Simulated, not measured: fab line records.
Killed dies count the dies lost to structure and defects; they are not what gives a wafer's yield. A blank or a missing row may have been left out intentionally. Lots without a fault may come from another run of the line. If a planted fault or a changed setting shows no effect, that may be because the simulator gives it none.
Lot-split experiment :: flow n5_finfet :: 7 lots, 39 wafers read, on a route of 1938 steps

ABOUT THE SPLIT
At N5_FIN_SAQP_HM_DEP_72 (deposits SiO2 from SiH4/N2O, target thk 12 nm, time 7.2 s), the setting time_s was moved away from the recipe's 7.2 s on 18 of the 39 wafers read, by -51.2% to +31.5%. All remaining wafers had this setting at the recipe value.

FROM THE SPLIT TO THE READING: what the file shows between them, 4 steps
- N5_FIN_SAQP_COAT_49: time 60 s, resist thk 100 nm
- N5_FIN_SAQP_COAT_50: time 60 s, resist thk 35 nm
- N5_FIN_SAQP_ETCH_52: etches SOC in N2/H2, target depth 100 nm, overetch 20 nm, time 150 s
- N5_FIN_SAQP_STRIP_53: strips in N2/H2

THE READING
etch.depth_nm (the simulator's own value, which no gauge read), in nm, at N5_FIN_SAQP_HM_OPEN_73 (chemistry CHF3/O2, target SiO2, stops on a-Si, target depth 12 nm, time 16.8 s). The file gives no usual value for it. Average 12.028 nm, standard deviation 0.24 nm, over the 21 wafers here run with the recipe.

wafer: L084.1
tool, chamber at the split: pecvd-03, 2
time_s as run, s: 7.2
against the recipe: recipe
etch.depth_nm, nm: 11.42
against lot-mates on the recipe: -

wafer: L084.2
tool, chamber at the split: pecvd-03, 0
time_s as run, s: 7.2
against the recipe: recipe
etch.depth_nm, nm: 11.52
against lot-mates on the recipe: -

wafer: L084.6
tool, chamber at the split: pecvd-03, 2
time_s as run, s: 7.2
against the recipe: recipe
etch.depth_nm, nm: 11.94
against lot-mates on the recipe: -

wafer: L085.1
tool, chamber at the split: pecvd-04, 2
time_s as run, s: 7.2
against the recipe: recipe
etch.depth_nm, nm: 11.96
against lot-mates on the recipe: -

wafer: L085.2
tool, chamber at the split: pecvd-04, 1
time_s as run, s: 7.2
against the recipe: recipe
etch.depth_nm, nm: 11.95
against lot-mates on the recipe: -

wafer: L085.3
tool, chamber at the split: pecvd-04, 0
time_s as run, s: 3.516
against the recipe: -51.2%
etch.depth_nm, nm: 5.701
against lot-mates on the recipe: -6.359

wafer: L085.4
tool, chamber at the split: pecvd-04, 1
time_s as run, s: 7.2
against the recipe: recipe
etch.depth_nm, nm: 12.27
against lot-mates on the recipe: -

wafer: L085.5
tool, chamber at the split: pecvd-04, 0
time_s as run, s: 3.516
against the recipe: -51.2%
etch.depth_nm, nm: 5.929
against lot-mates on the recipe: -6.131

wafer: L085.6
tool, chamber at the split: pecvd-04, 2
time_s as run, s: 3.516
against the recipe: -51.2%
etch.depth_nm, nm: 5.972
against lot-mates on the recipe: -6.088

wafer: L086.1
tool, chamber at the split: pecvd-04, 0
time_s as run, s: 7.2
against the recipe: recipe
etch.depth_nm, nm: 11.95
against lot-mates on the recipe: -

wafer: L086.2
tool, chamber at the split: pecvd-04, 1
time_s as run, s: 3.826
against the recipe: -46.9%
etch.depth_nm, nm: 6.343
against lot-mates on the recipe: -5.677

wafer: L086.3
tool, chamber at the split: pecvd-04, 2
time_s as run, s: 3.826
against the recipe: -46.9%
etch.depth_nm, nm: 6.558
against lot-mates on the recipe: -5.462

wafer: L086.4
tool, chamber at the split: pecvd-04, 2
time_s as run, s: 7.2
against the recipe: recipe
etch.depth_nm, nm: 12.14
against lot-mates on the recipe: -

wafer: L086.5
tool, chamber at the split: pecvd-04, 0
time_s as run, s: 7.2
against the recipe: recipe
etch.depth_nm, nm: 11.97
against lot-mates on the recipe: -

wafer: L086.6
tool, chamber at the split: pecvd-04, 1
time_s as run, s: 3.826
against the recipe: -46.9%
etch.depth_nm, nm: 6.601
against lot-mates on the recipe: -5.419

wafer: L089.1
tool, chamber at the split: pecvd-03, 0,2
time_s as run, s: 7.2
against the recipe: recipe
etch.depth_nm, nm: 12.03
against lot-mates on the recipe: -

wafer: L089.6
tool, chamber at the split: pecvd-03, 0,2
time_s as run, s: 7.2
against the recipe: recipe
etch.depth_nm, nm: 12.03
against lot-mates on the recipe: -

wafer: L089.2
tool, chamber at the split: pecvd-03, 1
time_s as run, s: 3.806
against the recipe: -47.1%
etch.depth_nm, nm: 6.176
against lot-mates on the recipe: -5.844

wafer: L089.3
tool, chamber at the split: pecvd-03, 2
time_s as run, s: 3.806
against the recipe: -47.1%
etch.depth_nm, nm: 6.187
against lot-mates on the recipe: -5.833

wafer: L089.4
tool, chamber at the split: pecvd-03, 0
time_s as run, s: 7.2
against the recipe: recipe
etch.depth_nm, nm: 12
against lot-mates on the recipe: -

wafer: L089.5
tool, chamber at the split: pecvd-03, 1
time_s as run, s: 3.806
against the recipe: -47.1%
etch.depth_nm, nm: 6.341
against lot-mates on the recipe: -5.679

wafer: L090.1
tool, chamber at the split: pecvd-04, 0
time_s as run, s: 7.2
against the recipe: recipe
etch.depth_nm, nm: 11.81
against lot-mates on the recipe: -

wafer: L090.2
tool, chamber at the split: pecvd-04, 2,1
time_s as run, s: 9.393
against the recipe: +30.5%
etch.depth_nm, nm: 15.87
against lot-mates on the recipe: +3.757

wafer: L090.5
tool, chamber at the split: pecvd-04, 2,1
time_s as run, s: 9.393
against the recipe: +30.5%
etch.depth_nm, nm: 15.87
against lot-mates on the recipe: +3.757

wafer: L090.3
tool, chamber at the split: pecvd-04, 1
time_s as run, s: 9.393
against the recipe: +30.5%
etch.depth_nm, nm: 15.65
against lot-mates on the recipe: +3.537

wafer: L090.4
tool, chamber at the split: pecvd-04, 2
time_s as run, s: 7.2
against the recipe: recipe
etch.depth_nm, nm: 12.35
against lot-mates on the recipe: -

wafer: L090.6
tool, chamber at the split: pecvd-04, 0
time_s as run, s: 7.2
against the recipe: recipe
etch.depth_nm, nm: 12.18
against lot-mates on the recipe: -

wafer: L092.1
tool, chamber at the split: pecvd-02, 2
time_s as run, s: 7.2
against the recipe: recipe
etch.depth_nm, nm: 12.28
against lot-mates on the recipe: -

wafer: L092.2
tool, chamber at the split: pecvd-02, 1
time_s as run, s: 7.2
against the recipe: recipe
etch.depth_nm, nm: 11.96
against lot-mates on the recipe: -

wafer: L092.3
tool, chamber at the split: pecvd-02, 0
time_s as run, s: 9.296
against the recipe: +29.1%
etch.depth_nm, nm: 15.22
against lot-mates on the recipe: +3.067

wafer: L092.4
tool, chamber at the split: pecvd-02, 2
time_s as run, s: 7.2
against the recipe: recipe
etch.depth_nm, nm: 12.22
against lot-mates on the recipe: -

wafer: L092.5
tool, chamber at the split: pecvd-02, 0
time_s as run, s: 9.296
against the recipe: +29.1%
etch.depth_nm, nm: 15.52
against lot-mates on the recipe: +3.367

wafer: L092.6
tool, chamber at the split: pecvd-02, 1
time_s as run, s: 9.296
against the recipe: +29.1%
etch.depth_nm, nm: 15.67
against lot-mates on the recipe: +3.517

wafer: L094.1
tool, chamber at the split: pecvd-04, 0
time_s as run, s: 9.465
against the recipe: +31.5%
etch.depth_nm, nm: 15.63
against lot-mates on the recipe: +3.427

wafer: L094.2
tool, chamber at the split: pecvd-04, 2
time_s as run, s: 9.465
against the recipe: +31.5%
etch.depth_nm, nm: 15.69
against lot-mates on the recipe: +3.487

wafer: L094.3
tool, chamber at the split: pecvd-04, 1
time_s as run, s: 7.2
against the recipe: recipe
etch.depth_nm, nm: 12.03
against lot-mates on the recipe: -

wafer: L094.4
tool, chamber at the split: pecvd-04, 2
time_s as run, s: 7.2
against the recipe: recipe
etch.depth_nm, nm: 12.42
against lot-mates on the recipe: -

wafer: L094.5
tool, chamber at the split: pecvd-04, 0
time_s as run, s: 7.2
against the recipe: recipe
etch.depth_nm, nm: 12.16
against lot-mates on the recipe: -

wafer: L094.6
tool, chamber at the split: pecvd-04, 1
time_s as run, s: 9.465
against the recipe: +31.5%
etch.depth_nm, nm: 16.02
against lot-mates on the recipe: +3.817
The file does not say which wafer passed through which chamber wherever a row lists several chambers: such a row stands for several wafers.

FIT RESULTS
A straight line over all 39 wafers: etch.depth_nm changes by +0.12 nm for each +1% of time_s; r = +1.00; the points scatter about the line by 0.21 nm.
The same after taking each lot's own level away (the mean of its wafers on the recipe; 39 wafers): +0.119 nm for each +1%; r = +1.00; scatter 0.17 nm.
The reading moves by 6.1 nm for the largest change in time_s, on that fit.
The lots' own levels span 11.6267 to 12.2033 nm, that is 2.4 times the standard deviation above.
Consequently the slope shifts little with the lot-to-lot level, the two slopes agreeing.
Check: -6.11 nm against its lot-mates is what the line predicts for one of the wafers moved furthest among these (-51.2%) when that wafer is left out of the fit. It came out at -6.36 nm against them.

THE WHOLE CHAIN: every reading that the file lists as answering this split, in the file's order
step: N5_FIN_SAQP_HM_DEP_72
what it does: deposits SiO2 from SiH4/N2O, target thk 12 nm, time 7.2 s
reading: SiO2_of_FIN_SAQP_HM_DEP_72.thk_nm (the simulator's own value, which no gauge read)
change (the file's fit): +0.119 nm for each +1% of the setting
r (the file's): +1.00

step: N5_FIN_SAQP_HM_OPEN_73
what it does: chemistry CHF3/O2, target SiO2, stops on a-Si, target depth 12 nm, time 16.8 s
reading: etch.depth_nm (the simulator's own value, which no gauge read)
change (the file's fit): +0.119 nm for each +1% of the setting
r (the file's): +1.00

THE FILE'S OWN FIT
etch.depth_nm changes by +0.119 nm for each +1% of time_s, r = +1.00.
